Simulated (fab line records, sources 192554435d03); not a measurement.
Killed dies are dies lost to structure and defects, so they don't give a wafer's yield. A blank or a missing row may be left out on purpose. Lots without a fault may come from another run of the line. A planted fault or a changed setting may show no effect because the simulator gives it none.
Which tool did it? | flow n5_finfet | 10 lots, 30 wafers sampled, at 3 steps of a route of 1938

WHAT THE GAUGES READ, wafer by wafer
N5_SD_EPI_N_INSPECT_26: inspects for defects (darkfield).
lot  | measured    | on                | raw_defect_count
L371 | day 3 11:56 | defect_inspect-02 | 175 191 254
L372 | day 3 15:52 | defect_inspect-01 | 203 148 136
L376 | day 4 17:45 | defect_inspect-01 | 225 239 224
L377 | day 5 00:43 | defect_inspect-02 | 171 167 210
L381 | day 6 01:36 | defect_inspect-01 | 5915 6111 6158
L382 | day 6 06:50 | defect_inspect-02 | 5914 5953 6039
L386 | day 7 04:41 | defect_inspect-02 | 208 268 211
L387 | day 7 11:29 | defect_inspect-02 | 215 173 156
L391 | day 8 16:26 | defect_inspect-02 | 231 178 260
L392 | day 8 21:59 | defect_inspect-02 | 175 237 190

WHICH TOOL RAN EACH LOT (tool, then ch and the chambers of the sampled wafers, then the start)
lot  | N5_SD_EPI_N_STRIP_47              | N5_SD_EPI_N_STRIP_38
L371 | rie_diel-04 ch 0,1,2, day 3 08:39 | plasma_asher-02 ch 0,1, day 3 08:46
L372 | rie_diel-03 ch 1,2,3, day 3 12:31 | plasma_asher-02 ch 0,1, day 3 12:39
L376 | rie_diel-04 ch 0,2,3, day 4 14:19 | plasma_asher-02 ch 0,1, day 4 14:27
L377 | rie_diel-04 ch 2,3, day 4 21:02   | plasma_asher-01 ch 0,1, day 4 21:10
L381 | rie_diel-04 ch 0,1, day 5 22:18   | plasma_asher-01 ch 0,1, day 5 22:25
L382 | rie_diel-04 ch 1,3, day 6 03:32   | plasma_asher-01 ch 0,1, day 6 03:40
L386 | rie_diel-03 ch 0,1,2, day 7 01:19 | plasma_asher-02 ch 0, day 7 01:27
L387 | rie_diel-04 ch 0,2, day 7 07:14   | plasma_asher-02 ch 0,1, day 7 07:22
L391 | rie_diel-04 ch 0,2, day 8 12:13   | plasma_asher-01 ch 1, day 8 12:20
L392 | rie_diel-04 ch 0,2,3, day 8 18:38 | plasma_asher-01 ch 0,1, day 8 18:46
- N5_SD_EPI_N_STRIP_47: strips in CHF3/O2.
- N5_SD_EPI_N_STRIP_38: strips in N2/H2.

THE ANSWER, worked out from the rows above alone
Rule: what is usual is taken from the lots themselves. Put in order of their means at a reading, lots are off if they are a third of the lots or fewer, leave a main group of 4 or more, and stand apart from it by a gap of 3 or more times the standard deviation of the main group's means; of several such gaps the widest counts. A main group whose means are all the same, to the digits that the tables above print for the reading, isn't used. A lot without any number at a reading at which 4 lots or more have one is off too. The other lots that the step has rows for count as sound.
Off: L381, L382, at N5_SD_EPI_N_INSPECT_26 (raw_defect_count). The main group: mean 202, standard deviation 23.
A tool fits if, at a process step before that reading, it ran every lot that is off, and no sound lot after the first of them. The gauges at N5_SD_EPI_N_INSPECT_26 are tried like those tools. None of those tried fits.

WHAT THE SIMULATOR HAD PUT IN
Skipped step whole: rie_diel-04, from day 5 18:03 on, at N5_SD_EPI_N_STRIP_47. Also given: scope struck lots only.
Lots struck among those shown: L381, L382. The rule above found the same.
